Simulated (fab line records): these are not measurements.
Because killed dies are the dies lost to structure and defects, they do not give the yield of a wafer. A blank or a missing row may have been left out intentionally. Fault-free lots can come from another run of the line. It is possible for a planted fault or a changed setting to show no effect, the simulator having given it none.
fab line records    flow n5Finfet
record lots=5  wafers=15  lastDay=15
route steps=1938 shown BEOL_M10@1518 BEOL_M11@1536 PASSIVATION@1936
lots with no fault: from the same line, run without faults
startH: hours from the record's opening day to when the first of the lot's shown wafers began    waitH: time in hours since the lot's previous step    " same as the row above    L1.1+2: a row that stands for several wafers    - no value present, or no start provided    * or withheld: withheld    < > ~ a bound
route shown NAME@n: names a module that has steps shown in the file, with the first one's number in the route    usual: the fault-free wafers' mean and standard deviation    same: alike in all rows    chamber/n: place in a boat    sites: the reading at each site    _std_site: how widely they spread, as a standard deviation    _edge_site: outer sites' mean less inner sites'    radiusMm: how far each site lies from the wafer's centre    mask NAME#n: copy n    behind: the tool/chamber that last shaped the wafer    hold: what put the lot on hold/how long, in hours/how the hold closed    device: transistor that didn't switch, given as n, p or np    end of line: tests run on the same wafers once the route is complete    a step without rows: its recipe alone    killed: at the first sort, the dies lost to defects and structure; wafer yield is something else    map: shows each die of a wafer: x if killed, . if not, _ if none is there
set.NAME: the run value of the setting; set.NAME@STEP: its run value at that earlier step    model.NAME: the simulator's own value behind a step, which no gauge read
certain route steps with their lots: each step a table, each wafer a row
services: when a tool's chamber went out of use (startH, in hours from the record's first day, below 0 if earlier), for how many hours, and the reason
## steps
# step N5_BEOL_M10_PRECLEAN_42
# recipe chemistry=residueRemover  timeS=60  tempC=40
# step N5_BEOL_M10_SRD_43
# recipe timeS=30  tempC=23  rinseLiquid=diw  dry=ipaMarangoni
# step N5_BEOL_M10_CURE_72
# recipe tempC=370  timeS=120  ambient=DMADMS/He  material=SiCOH_lowk
# step N5_BEOL_M10_DEGAS_44
# recipe ambient=vacuum  tempC=250  timeS=60
# step N5_BEOL_M10_PRE_CLEAN_45
# recipe gas=H2/He  timeS=30  tempC=250
# step N5_BEOL_M10_ALD_74
# recipe material=TaN  targetThkA=20  tempC=275  aldPrecursorFamily=PDMAT  aldCoReactant=NH3  pressureTorr=3  carrierFlowSccm=1500  pulseTimeS=2  purgeTimeS=3  coReactantPurgeTimeS=2  coReactantPulseTimeS=3  aldCycles=40  precursorVesselTempC=75  precursorVesselPressureTorr=26.25  precursorVesselCarrierSccm=1000
# step N5_BEOL_M10_SURFACE_TREAT_76
# recipe gas=Ar  timeS=*  ionEnergyEv=*  ionCurrentMaCm2=0.5  pressureMtorr=*  arFlowSccm=30
# step N5_BEOL_M10_CVD_75
# recipe material=Co  targetThkA=20  tempC=withheld  precursor=CCTBA/H2  pressureTorr=30  timeS=138.9
# step N5_BEOL_M10_SPUTTER_48
# recipe material=Cu  targetThkA=120  tempC=-20  biasV=60  powerW=26000  chamberPressurePa=0.13  timeS=2
# step N5_BEOL_M10_ECD_50
# recipe material=Cu  targetThkA=3180
# step N5_BEOL_M10_ANNEAL_51
# recipe tempC=225  timeS=90  ambient=N2
# step N5_BEOL_M10_CMP_52
# recipe stopOn=SiCOH_lowk  tOverpolishS=7  downForcePsi=1  platenRpm=50  clearingPlatenDownForcePsi=1.5  clearingPlatenRpm=50  postCmpClean=cuAlkaline  targetThkNm=140  clearingPlatenPadVelocityMS=0.99484  padVelocityMS=0.99484
# usual barrierFieldEndpointS=28.8/0.75  edgeZonePressureFrac=1.000/0.0054  headPressurePsi=0.9999/0.0022  motorCurrentA=5.9/0.53  overpolishRunS=7.000/0.0082  retainingRingPressureFrac=1.000/0.0047  timeToEndpointS=65.9/2.8
lot.wafer  tool    chamber  startH  waitH  barrierFieldEndpointS  edgeZonePressureFrac  headPressurePsi  motorCurrentA  overpolishRunS  retainingRingPressureFrac  timeToEndpointS
L928.1     cmp-02  2        240.50  0.3    28.8                   1.000                 1.0007           5.9            6.996           1.000                      66.0
L928.4     "       3        "       "      28.6                   1.008                 0.9987           5.7            7.009           1.001                      67.7
L928.5     "       2        "       "      29.7                   1.001                 0.9993           6.1            7.005           1.005                      66.5
L935.1     cmp-02  3        267.11  0.4    28.8                   0.992                 0.9991           5.8            6.992           1.010                      68.9
L935.3     "       0        "       "      28.2                   1.015                 0.9985           6.4            7.002           1.000                      63.8
L935.6     "       0        "       "      27.5                   1.004                 0.9988           6.5            6.996           1.007                      63.3
L936.3     cmp-02  1        270.49  0.2    28.1                   1.009                 0.9996           5.6            7.004           0.993                      62.0
L936.4     "       0        "       "      28.1                   1.008                 1.0053           6.5            7.009           1.007                      59.1
L936.6     "       2        "       "      28.4                   0.989                 0.9998           6.1            7.005           1.000                      64.9
L937.1     cmp-02  1        283.25  0.3    28.1                   0.997                 0.9975           5.5            6.985           1.004                      67.5
L937.4     "       2        "       "      29.9                   0.999                 1.0068           6.2            6.986           0.992                      71.4
L937.2     "       3        "       "      29.2                   0.993                 0.9998           5.7            7.006           1.000                      71.5
L941.4     cmp-03  3        309.01  0.2    28.9                   1.008                 0.9992           6.1            7.008           1.003                      68.9
L941.6     "       0        "       "      29.1                   0.997                 0.9981           6.1            6.995           0.996                      66.6
L941.5     "       1        "       "      28.5                   1.003                 0.9992           7.2            7.006           0.995                      64.8
# step N5_BEOL_M10_PRE_CLEAN_55
# recipe gas=NH3  timeS=15  tempC=withheld  rfPowerW=300
# step N5_BEOL_M10_DEP_56
# recipe material=SiCN  targetThkA=150  tempC=withheld  precursor=3MS/NH3  pressureTorr=3  rfW=202  timeS=26.5
# step N5_BEOL_M10_INSPECT_58
# recipe inspectInstrument=darkfield  mode=postDep
# usual rawDefectCount=73/24
lot.wafer  tool              chamber  startH  waitH  rawDefectCount
L928.1     defectInspect-02  -        240.95  0.0    32
L928.4     "                 -        "       "      38
L928.5     "                 -        "       "      58
L935.1     defectInspect-01  -        267.56  0.0    1137
L935.3     "                 -        "       "      1108
L935.6     "                 -        "       "      1175
L936.3     defectInspect-02  -        270.95  0.0    1066
L936.4     "                 -        "       "      1155
L936.6     "                 -        "       "      1081
L937.1     defectInspect-01  -        283.71  0.0    1118
L937.2     "                 -        "       "      1007
L937.4     "                 -        "       "      1150
L941.4     defectInspect-01  -        309.35  0.0    41
L941.5     "                 -        "       "      76
L941.6     "                 -        "       "      97
# step N5_BEOL_M11_ILD_DEP_00
# recipe material=SiCOH_lowk  targetThkA=3085.1  tempC=300  precursor=DEMS/porogen  pressureTorr=5  rfW=500  timeS=58
# step N5_BEOL_M11_CURE_71
# recipe tempC=385  timeS=240  ambient=He/Ar  material=SiCOH_lowk
# step N5_BEOL_M11_PECVD_70
# recipe material=SiO2  targetThkA=200  tempC=400  precursor=TEOS/O2  pressureTorr=5.5  rfW=450  teosFlowSccm=53.8  gas=O2  flowSccm=3000  timeS=22.7
# step N5_BEOL_M11_HM_DEP_02
# recipe material=TiN  targetThkA=200  tempC=25  chamberPressurePa=0.49996
# step N5_BEOL_M11_COAT_59
# recipe resist=SOC  tempC=250  timeS=60  spinRpm=1500  resistThkNm=100
# step N5_BEOL_M11_COAT_60
# recipe resist=SiARC  tempC=220  timeS=60  spinRpm=1500  resistThkNm=30
# step N5_BEOL_M11_COAT_05
# recipe resist=CAR-ArF  spinRpm=1500  resistThkNm=90
# step N5_BEOL_M11_EBR_07
# recipe solvent=PGMEA  ebrWidthMm=1.5
# step N5_BEOL_M11_SOFTBAKE_06
# recipe tempC=110  timeS=60  resist=CAR-ArF
# step N5_BEOL_M11_EXPOSE_08
# recipe maskId=M11  na=1.35  sourceShape=dipole  sigmaInner=0.411  sigmaOuter=0.611  polarization=te  doseMj=53.75
# step N5_BEOL_M11_PEB_09
# recipe pebTempC=withheld  pebTimeS=60  resist=CAR-ArF
# step N5_BEOL_M11_DEVELOP_10
# recipe developTimeS=30  developer=TMAH  resist=CAR-ArF  rinseLiquid=diw  dry=airSpin  devTempC=23
# step N5_BEOL_M11_INSPECT_13
# recipe mode=adi  inspectInstrument=brightfield
# usual rawDefectCount=411/99
lot.wafer  tool              chamber  startH  waitH  rawDefectCount
L928.1     defectInspect-01  -        243.30  0.0    276
L928.4     "                 -        "       "      393
L928.5     "                 -        "       "      377
L935.1     defectInspect-01  -        269.09  0.0    1418
L935.3     "                 -        "       "      1371
L935.6     "                 -        "       "      1495
L936.3     defectInspect-01  -        274.07  0.0    1350
L936.4     "                 -        "       "      1489
L936.6     "                 -        "       "      1365
L937.1     defectInspect-02  -        286.24  0.0    1421
L937.2     "                 -        "       "      1438
L937.4     "                 -        "       "      1487
L941.4     defectInspect-01  -        312.67  0.0    474
L941.5     "                 -        "       "      607
L941.6     "                 -        "       "      535
# step N5_BEOL_M11_DESCUM_16
# recipe chemistry=O2  timeS=7.9  sourcePowerW=50  biasPowerW=20  pressureMtorr=20  rfFrequencyHz=2.712e+07  tempC=40  resist=CAR-ArF  o2FlowSccm=225
# step N5_PASSIVATION_PROBE_49
# usual defectLimitedYield=91.0/1.6  killed_at_M0_to_M3=35/11  killed_at_M4_up=14/5.3  killedAtContacts=13/6.7  killedAtFrontEnd=41/12  killedAtOther=3.9/2.7  killedDies=106/19  killedOnRim=14/4  killedOpen=70/14  killedShort=35/8.8  sort_bin_5_function=5.3/1  sort_bin_6_memory=3.3/0.81  sortNPass=1073/19  sortYieldPct=91.0/1.6
# same grossDies=1180  killedAtBackSide=0  sort_bin_4_leakage[%]=0  sort_bin_8_speed[%]=0
lot.wafer  tool       chamber  startH  waitH  defectLimitedYield[%]  killed_at_M0_to_M3  killed_at_M4_up  killedAtContacts  killedAtFrontEnd  killedAtOther  killedDies  killedOnRim  killedOpen  killedShort  sort_bin_5_function[%]  sort_bin_6_memory[%]  sortNPass  sortYieldPct[%]
L928.1     prober-02  -        294.80  0.0    90.5                   34                  21               24                30                3              112         14           73          32           5.8                     3.2                   1068       90.5
L928.4     prober-02  -        294.95  0.2    92.0                   29                  20               18                24                3              94          8            73          18           4.6                     3.1                   1086       92.0
L928.5     prober-02  -        295.00  0.2    93.0                   19                  16               12                34                2              83          10           54          25           4.1                     2.5                   1097       93.0
L935.1     prober-02  -        323.33  0.0    36.0                   28                  677              19                31                0              755         92           55          35           39.7                    19.7                  425        36.0
L935.3     prober-02  -        323.43  0.1    38.3                   24                  660              9                 34                1              728         88           45          25           40.8                    17.4                  452        38.3
L935.6     prober-02  -        323.58  0.3    37.2                   27                  654              19                38                3              741         96           65          33           41.4                    17.3                  439        37.2
L936.3     prober-02  -        325.93  0.1    39.2                   28                  638              8                 38                6              718         86           41          50           40.2                    16.5                  462        39.2
L936.4     prober-02  -        325.98  0.2    36.6                   24                  677              12                31                4              748         100          53          27           41.3                    16.9                  432        36.6
L936.6     prober-02  -        326.08  0.3    39.2                   14                  655              6                 40                2              717         98           42          25           38.7                    17.3                  463        39.2
L937.1     prober-01  -        335.31  0.0    39.1                   16                  668              3                 29                3              719         91           48          16           38.2                    17.7                  461        39.1
L937.2     prober-01  -        335.36  0.1    40.7                   26                  637              4                 30                3              700         91           50          27           38.0                    16.9                  480        40.7
L937.4     prober-01  -        335.46  0.2    36.0                   21                  690              15                26                3              755         94           47          27           41.3                    18.1                  425        36.0
# killed by level:class
L928.1 MOL_CONTACT_COAG:geometricParticle:open=18 BEOL_M4:geometricParticle:open=11 BEOL_M2:geometricParticle:open=10 BEOL_M1:geometricParticle:open=9 FIN_SAQP:geometricParticle:open=7 BEOL_M2:geometricParticle:short=6 MOL_CONTACT_COAG:geometricParticle:short=6 GATE_CUT:geometricParticle:short=4
L928.4 MOL_CONTACT_COAG:geometricParticle:open=15 BEOL_M2:geometricParticle:open=13 BEOL_M4:geometricParticle:open=9 FIN_SAQP:geometricParticle:open=6 BEOL_M1:geometricParticle:open=6 BEOL_M3:geometricParticle:open=5 FIN_SAQP:geometricParticle:short=3 MOL_CONTACT_COAG:geometricParticle:short=3
L928.5 MOL_CONTACT_COAG:geometricParticle:open=10 FIN_SAQP:geometricParticle:open=7 STI_FIN_REVEAL:geometricParticle:open=7 BEOL_M4:geometricParticle:open=5 FIN_SAQP:geometricParticle:short=4 ILD0:geometricParticle:short=4 BEOL_M2:geometricParticle:open=4 BEOL_M0_SAQP:geometricParticle:open=3
L935.1 BEOL_M10:unspecified=665 FIN_SAQP:geometricParticle:open=14 MOL_CONTACT_COAG:geometricParticle:open=14 BEOL_M0_SAQP:geometricParticle:short=14 BEOL_M4:geometricParticle:open=7 MOL_CONTACT_COAG:geometricParticle:short=5 DUMMY_GATE:geometricParticle:open=4 BEOL_M0_SAQP:geometricParticle:open=4
L935.3 BEOL_M10:unspecified=656 FIN_SAQP:geometricParticle:open=9 BEOL_M0_SAQP:geometricParticle:open=8 STI_FIN_REVEAL:geometricParticle:open=7 FIN_SAQP:geometricParticle:short=6 MOL_CONTACT_COAG:geometricParticle:open=6 BEOL_M0_SAQP:geometricParticle:short=6 BEOL_M1:geometricParticle:open=4
L935.6 BEOL_M10:unspecified=643 MOL_CONTACT_COAG:geometricParticle:open=14 BEOL_M0_SAQP:geometricParticle:open=13 FIN_SAQP:geometricParticle:open=10 BEOL_M0_SAQP:geometricParticle:short=9 STI_FIN_REVEAL:geometricParticle:open=6 FIN_SAQP:geometricParticle:short=5 MOL_CONTACT_COAG:geometricParticle:short=5
L936.3 BEOL_M10:unspecified=626 FIN_SAQP:geometricParticle:short=16 BEOL_M0_SAQP:geometricParticle:short=12 FIN_SAQP:geometricParticle:open=9 BEOL_M0_SAQP:geometricParticle:open=7 MOL_CONTACT_COAG:geometricParticle:open=5 BEOL_M3:geometricParticle:open=4 STARTING-WAFER:geometricParticle:short=4
L936.4 BEOL_M10:unspecified=666 FIN_SAQP:geometricParticle:open=12 MOL_CONTACT_COAG:geometricParticle:open=10 BEOL_M0_SAQP:geometricParticle:open=8 BEOL_M0_SAQP:geometricParticle:short=8 BEOL_M4:geometricParticle:open=6 FIN_SAQP:geometricParticle:short=5 DUMMY_GATE:geometricParticle:open=4
L936.6 BEOL_M10:unspecified=649 FIN_SAQP:geometricParticle:open=11 STI_FIN_REVEAL:geometricParticle:open=7 GATE_CUT:geometricParticle:short=6 FIN_SAQP:geometricParticle:short=4 MOL_CONTACT_COAG:geometricParticle:open=4 ILD0:geometricParticle:open=3 BEOL_M1:geometricParticle:open=3
L937.1 BEOL_M10:unspecified=654 STI_FIN_REVEAL:geometricParticle:open=10 BEOL_M4:geometricParticle:open=9 FIN_SAQP:geometricParticle:open=7 BEOL_M3:geometricParticle:open=5 FIN_SAQP:geometricParticle:short=4 BEOL_M1:geometricParticle:open=4 MOL_CONTACT_COAG:geometricParticle:open=3
L937.2 BEOL_M10:unspecified=623 BEOL_M4:geometricParticle:open=9 FIN_SAQP:geometricParticle:open=8 FIN_SAQP:geometricParticle:short=8 BEOL_M0_SAQP:geometricParticle:short=8 BEOL_M0_SAQP:geometricParticle:open=8 DUMMY_GATE:geometricParticle:open=5 MOL_CONTACT_COAG:geometricParticle:open=4
L937.4 BEOL_M10:unspecified=680 STI_FIN_REVEAL:geometricParticle:open=13 MOL_CONTACT_COAG:geometricParticle:open=11 BEOL_M0_SAQP:geometricParticle:short=11 BEOL_M4:geometricParticle:open=5 MOL_CONTACT_COAG:geometricParticle:short=4 FIN_SAQP:geometricParticle:short=3 DUMMY_GATE:geometricParticle:open=3
# map L935.1 (x killed, . not)
_________________xxxxx..xxxxx________________
______________..xxx.x.x.xx.xxx.x_____________
___________xxxxxxx.xxxxxxxxx.xx...x__________
__________xxxx.xxxxxx.x.x.x.x.xxxxx._________
________x.x.xx.x......xx.xxx.x.xxx.xxx_______
_______.x.xx.xxx.xxx.x.xx.x.xxxx.xx..xx______
______xx..x.xxx.xx.xxx.xxx....x.xx.xxxx._____
_____xxxxxxxxx.xx.xx.xx..xxxx.x.xxxx.xx..____
____xx.x...xx..x.xx..xx..x..x.xxxxxxxx..xx___
___xxx....xx..xx..x.xxxxxxxxxxxxx...xxx.xxx__
___..xxxxxxxxxxxxxxxxxxxxx.x.x.....x.x.xxx.__
__...xxxx.xxx.x..xxx.xx.xx..xxxx.xxx...xx.xx_
__x.x.xx..x.xxx.xx.x.xxx....xx.xxxx.x.x..xxx_
_xxxxxx.x.xxxx.x.x.x.xxx.x.xxxxx.xxxxxxxx..xx
_.xxxxx.xxx.x.x.xxx.xx.xxx.x.xxx...xxxx.xxxx.
_.xxxx..xx.xx.xxx.......xx...xx..xxxx.xxxx.x.
_xxx.x.x...xxxxx...xxxxx..xxx.x.xx.xxx.x.x..x
_.x.x...x..x.xxxx.xx.x..xxxxxxxx.x.xx..xxx...
_x.x.xxxxxxxx...xxxxxx.x.x.xxx..xx.xxx..x....
_xxxxxxxxxx...x.x.xxxx..x..xx..x..xx.x.xx.x.x
_..xx..x.x..x.xx..xx....xxxxx.x..x.x..xxxxxxx
__xxx..x.xxxxxx.xxx..xx.xx..xx.xxx.xxxx.xxxx_
__.xxxx.xx.xxxx.x.x.x.xx.xx.x.xxxxxxxxx.xxx._
___...xxxx..x.xxxx.xx.x.x.xxxx..x.xx..xx.x.__
___.xxxx..xxxxxx.xxxx.xxxxxx.x.xx.xx.x....x__
____xxxxxxxxx..xxx..xxxx.xxx.x.x.x.x.x.x.x___
_____.x.xxxx.xx..xxx.xxxxx.xx.x...x.x...x____
______x.xx.xxxxxxxxxx..xx..xxxx.xxxx.xx._____
_______.xx.xxx..x.x.xxxxxxxxx..xx.xxxx.______
________.xx.xx..xxx...xx.xxx.x...x.x.x_______
__________x.xxxx..xxx.xx.xx.xxxxx.x._________
___________....x.xxx.x.xxxx.x.xxxx.__________
______________.xx.x..x.x..xx.x.._____________
_________________x..x...xx.xx________________
# map L936.4 (x killed, . not)
_________________...xx.xxx..x________________
______________x..xx.xx.xx.xxxx.._____________
___________xxxx.x..xxxxxx...xx...x.__________
__________xxxx.xxx....xxx.x..xx.xxxx_________
________xx...xxx.xx.xxxx..xxxx...xx.x._______
_______x..x..xxxxxxxx.x..xxx..xx.xxxxxx______
______xx..xx....x.xx.xxxxxx..x..xxxxxxx._____
_____.xxx....xx..xx..xxxxxxxxx.x.xxxx.xxx____
____xxxxxxx...xxxxxx....xx.x..xx..x..xxxx.___
___.xx..xx..xxxxxxx..xxxx.xxxxx....xxxxxxx.__
___...xxxx.xx.x.x.xxx.x.x....xxx.xxx..xxx..__
__xx..x.x.xx.x..xxxxx.x.xxx..xxxx.xxxx.xx.xx_
__.xx.xx.xxx...xx...x.x.x..xxxxx.xxxxx.x..xx_
_.....xxxxxx...xxxx.x....xxxx.x..xxx.x..x.xxx
_xx.x.xxx..xxx.x.xx.xx..xxxxxxxxx..x.x..x.xx.
_xxxx.x.x...xxx.x.x..x..x...xx.xxxx.x.x..xxxx
_.xxx....x.xxx...x..xx..xx.xxx.xxxx.xxx.xxxx.
_xx.xx..xx...xx.xx.xx..xx.xxx.x.x..xx..xx.xxx
_...xx.xx..xx.xxx.xxx.x..xx....xx..xxxx...x..
_xxxxxxxx.xxx.x..xx.xxxxxxxx..x.xxxxx.xxxxxxx
_.xx..xxxx..x.xxx...x...xxxxx...xxx..xx.xxxx.
__xxxx...x.xxxxx...xxxxx.xxx.xxx..xxxxx.xxx._
__xxxxx.x...xxxxxx..x.xxx.xx.x.xx..xx.xx..x._
___xx.xx.x..xxxxxxxxxxx.x...xxx....xxxxx.xx__
___...x..x.x.xxxxx.xxxxxxx.x.x.xxxxxx...xx.__
____.xxx.xxxxx.x.xxxx..xx.xx.xxx.x.xxxx.x.___
_____.xxxxxxx..x.xxxx..xxxxxx.xxxx..xx.xx____
______....xx..xxx.xxxx....xx.xxxxx.xxxxx_____
_______xxx..xxxxx..x..xxxxx.xxxxxxx.xxx______
________xx.x.xx.xx.xxx.xx.xxxxx.xxx..x_______
__________x.x..xxx.xxxxx.xxx......xx_________
___________.xxxx....x.xxxxxx..xxxxx__________
______________.xxxx.x.xx.xx.x.xx_____________
_________________xxxxxx.xxxxx________________
## services
tool    chamber  startH  hours  kind
cmp-03  -        224.16  0.9    repair
cmp-02  -        240.69  4.6    pm
cmp-02  -        270.72  4.0    pm
cmp-02  -        303.82  0.9    repair
## key
firstSign step=N5_BEOL_M10_INSPECT_58  reading=rawDefectCount  direction=up  sigmas=43  usual=73  struck=1111
effect step=N5_BEOL_M11_INSPECT_13  reading=rawDefectCount  direction=up  sigmas=10  usual=411  struck=1426
effect step=N5_PASSIVATION_PROBE_49  reading=killed_at_M4_up  direction=up  sigmas=99+  usual=14  struck=662
moreKillsBornAt N5_BEOL_M10_CMP_52@cmp-02=5862
metAt N5_BEOL_M10_CMP_52
struckWafers L935.1,L935.3,L935.6,L936.3,L936.4,L936.6,L937.1,L937.2,L937.4
onsetBetween 240.50 267.11
fault kind=chamberParticleSource  tool=cmp-02  chamber=-  onsetH=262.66  steps=N5_BEOL_M10_CMP_52  ratePerVisitCm2=1.6188  endH=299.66
